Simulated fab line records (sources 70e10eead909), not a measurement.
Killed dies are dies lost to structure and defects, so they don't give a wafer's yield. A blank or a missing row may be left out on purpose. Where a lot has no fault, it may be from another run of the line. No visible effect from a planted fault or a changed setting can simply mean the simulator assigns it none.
Which tool is to blame? ; flow nand-harc ; 13 lots, 39 wafers sampled, at 6 steps of a route of 1159

## WHAT THE GAUGES SHOWED, per wafer
NHARC_P_GATE_CD_MEAS_33. Usual: cd-nm 121.3 nm, standard deviation 2.5.
lot;measured;on;cd-nm (nm);flag
L455;day 4 14:53;cd-sem-01;115.3 121.1 119.7;
L458;day 5 08:49;cd-sem-03;120.1 120.1 123.4;
L460;day 6 03:53;cd-sem-03;122.8 120.3 123.4;
L461;day 6 12:54;cd-sem-01;121.3 127.3 123.5;
L462;day 6 13:39;cd-sem-02;119.2 118.1 119.7;
L463;day 6 18:37;cd-sem-01;123.5 120.0 121.5;
L468;day 7 22:11;cd-sem-01;121.8 122.3 122.9;
L471;day 8 19:27;cd-sem-01;122.4 118.9 123.8;
L474;day 9 09:04;cd-sem-03;123.4 125.3 124.1;
L473;day 9 09:42;cd-sem-03;123.3 122.9 121.3;
L475;day 9 15:16;cd-sem-02;125.6 120.9 115.8;
L476;day 9 23:31;cd-sem-01;120.9 122.2 120.2;
L478;day 10 17:31;cd-sem-02;121.0 119.6 123.8;

NHARC_P_GATE_CD_MEAS_59 targets a cd of 720 nm. Usual: cd-nm 719.3 nm, standard deviation 1.6.
lot;measured;on;cd-nm (nm);flag
L455;day 5 03:38;cd-sem-02;721.8 717.7 718.4;
L458;day 5 21:30;cd-sem-02;719.5 720.4 720.8;
L460;day 6 16:35;cd-sem-03;719.5 718.8 721.6;
L461;day 7 01:43;cd-sem-01;722.0 719.7 718.3;
L462;day 7 02:22;cd-sem-02;720.3 721.8 723.0;
L463;day 7 07:14;cd-sem-03;717.4 718.3 720.0;
L468;day 8 11:02;cd-sem-03;- - -;OFF
L471;day 9 08:08;cd-sem-03;719.9 718.3 717.3;
L474;day 9 21:46;cd-sem-02;719.8 720.4 722.0;
L473;day 9 22:24;cd-sem-03;717.2 720.2 717.0;
L475;day 10 03:59;cd-sem-03;715.4 716.2 716.3;
L476;day 10 12:17;cd-sem-03;719.8 718.1 717.3;
L478;day 11 06:11;cd-sem-03;719.9 720.6 719.5;

NHARC_END_SORT_01. Usual: killed-at-array 29, standard deviation 9.4; killed-at-other 0.7, standard deviation 1.3; killed-at-periphery 2.9, standard deviation 2.1; killed-dies 32, standard deviation 9; killed-open 3.3, standard deviation 1.8; killed-short 1.9, standard deviation 1.4.
lot;measured;on;killed-at-array;killed-at-other;killed-at-periphery;killed-dies;killed-open;killed-short;flag
L468;day 22 17:11;prober-01;21 29 15;1 2 1;655 646 661;677 677 677;3 7 4;2 1 0;OFF

## EACH LOT AND THE TOOL THAT RAN IT (in order: tool; ch and the chambers of the sampled wafers; start)
lot;NHARC_P_GATE_STRIP_75;NHARC_P_GATE_EXPOSE_56;NHARC_P_GATE_DESCUM_93
L455;plasma-asher-01 ch 0,1, day 5 02:43;krf-scanner-04 ch 0, day 5 03:28;rie-diel-12 ch 1,3, day 5 05:37
L458;plasma-asher-02 ch 0,1, day 5 20:35;krf-scanner-01 ch 0, day 5 21:21;rie-diel-12 ch 1,2,3, day 5 23:19
L460;plasma-asher-01 ch 0,1, day 6 15:40;krf-scanner-01 ch 0, day 6 16:26;rie-diel-13 ch 1,2,3, day 6 18:30
L461;plasma-asher-02 ch 0,1, day 7 00:47;krf-scanner-03 ch 0, day 7 01:34;rie-diel-13 ch 0,1,2, day 7 03:35
L462;plasma-asher-02 ch 0,1, day 7 01:26;krf-scanner-01 ch 0, day 7 02:13;rie-diel-09 ch 0,2,3, day 7 04:25
L463;plasma-asher-01 ch 0,1, day 7 06:17;krf-scanner-03 ch 0, day 7 07:04;rie-diel-09 ch 0,2,3, day 7 09:02
L468;plasma-asher-02 ch 0,1, day 8 10:08;krf-scanner-01 ch 0, day 8 10:53;rie-diel-13 ch 1,2, day 8 13:11
L471;plasma-asher-02 ch 0,1, day 9 07:19;krf-scanner-01 ch 0, day 9 07:58;rie-diel-13 ch 1,2,3, day 9 09:53
L474;plasma-asher-01 ch 0,1, day 9 20:49;krf-scanner-03 ch 0, day 9 21:36;rie-diel-12 ch 1,2,3, day 9 23:31
L473;plasma-asher-01 ch 0,1, day 9 21:29;krf-scanner-01 ch 0, day 9 22:15;rie-diel-09 ch 0,1,3, day 10 00:16
L475;plasma-asher-02 ch 0,1, day 10 03:04;krf-scanner-04 ch 0, day 10 03:50;rie-diel-12 ch 1,2, day 10 05:52
L476;plasma-asher-01 ch 0,1, day 10 11:21;krf-scanner-04 ch 0, day 10 12:07;rie-diel-09 ch 0,1,3, day 10 14:10
L478;plasma-asher-02 ch 0,1, day 11 05:16;krf-scanner-03 ch 0, day 11 06:02;rie-diel-09 ch 0,1,3, day 11 08:04
- NHARC_P_GATE_STRIP_75: strips in O2.
- NHARC_P_GATE_EXPOSE_56: exposes mask P PSD, target cd 720 nm.
- NHARC_P_GATE_DESCUM_93: chemistry O2, time 3 s.

## WHAT THE TOOLS THEMSELVES READ (means of the sampled wafers that have a number; where no wafer has one, the mark that the record gives instead)
NHARC_P_GATE_STRIP_75. Usual: drypump-motor-current-A 5.86 A, standard deviation 0.25; heater-power-w 299 W, standard deviation 9.8.
lot;tool;drypump-motor-current-A (A);heater-power-w (W);flag
L455;plasma-asher-01;5.81;298;
L458;plasma-asher-02;6.12;290;
L460;plasma-asher-01;5.67;304;
L461;plasma-asher-02;6.11;296;
L462;plasma-asher-02;6.12;296;
L463;plasma-asher-01;5.68;300;
L468;plasma-asher-02;5.98;297;
L471;plasma-asher-02;5.99;291;
L474;plasma-asher-01;5.81;306;
L473;plasma-asher-01;5.68;301;
L475;plasma-asher-02;6.11;293;
L476;plasma-asher-01;5.82;306;
L478;plasma-asher-02;5.99;293;

NHARC_P_GATE_DESCUM_93. Usual: drypump-motor-current-A 5.8 A, standard deviation 0.5; mfc-ar-sccm 0.008 sccm, standard deviation 0.012; oes-product-au 0.995 a.u., standard deviation 0.0099; rf-vpp-V 57.8 V, standard deviation 0.83; showerhead-plenum-p-Torr 1.95 Torr, standard deviation 0.082; throttle-valve-pct 11.312 %, standard deviation 0.01.
lot;tool;drypump-motor-current-A (A);mfc-ar-sccm (sccm);oes-product-au (a.u.);rf-vpp-V (V);showerhead-plenum-p-Torr (Torr);throttle-valve-pct (%);flag
L455;rie-diel-12;5.5;0.007;0.986;58.1;2.01;11.315;
L458;rie-diel-12;5.9;0.007;0.998;58.2;2.02;11.314;
L460;rie-diel-13;5.8;0.017;0.998;57.7;1.94;11.310;
L461;rie-diel-13;6.0;0.004;0.992;58.3;1.96;11.312;
L462;rie-diel-09;5.4;0.003;0.987;57.7;1.93;11.308;
L463;rie-diel-09;5.4;0.003;1.000;58.7;1.93;11.315;
L468;rie-diel-13;6.2;0.004;0.996;56.9;1.92;11.310;
L471;rie-diel-13;5.8;0.017;0.994;57.5;1.94;11.312;
L474;rie-diel-12;5.9;0.007;0.996;57.6;2.02;11.307;
L473;rie-diel-09;5.9;0.003;0.986;58.2;1.89;11.316;
L475;rie-diel-12;6.3;0.007;1.005;58.9;2.03;11.323;
L476;rie-diel-09;6.0;0.003;0.994;58.6;1.89;11.322;
L478;rie-diel-09;5.9;0.003;0.987;56.7;1.89;11.299;

## THE ANSWER, worked out from the rows above alone
Rule: take the mean of a lot's wafers that have a number; if it is more than 3 standard deviations from the usual mean, the lot is off. A lot without any number at a reading at which 4 lots or more have one is off too. Any other lot the step has rows for is counted as sound. First the gauges in route order, then the tools' own readings, where a lot's mean is used as printed above. The first step at which some lot is off is used, and at that step the reading that is off furthest; a lot without a number counts as furthest.
Off, at NHARC_P_GATE_CD_MEAS_59 on cd-nm: L468. Without a number there: L468.
If a tool, at a process step before that reading, ran all the lots that are off and no sound lot after the first of them, it fits. Not tried: the gauges at NHARC_P_GATE_CD_MEAS_59; whatever is off there is also off at NHARC_END_SORT_01, on other tools, and gauge error can't account for it. Not one of the candidates tried fits.

## WHAT WAS PUT IN BY THE SIMULATOR
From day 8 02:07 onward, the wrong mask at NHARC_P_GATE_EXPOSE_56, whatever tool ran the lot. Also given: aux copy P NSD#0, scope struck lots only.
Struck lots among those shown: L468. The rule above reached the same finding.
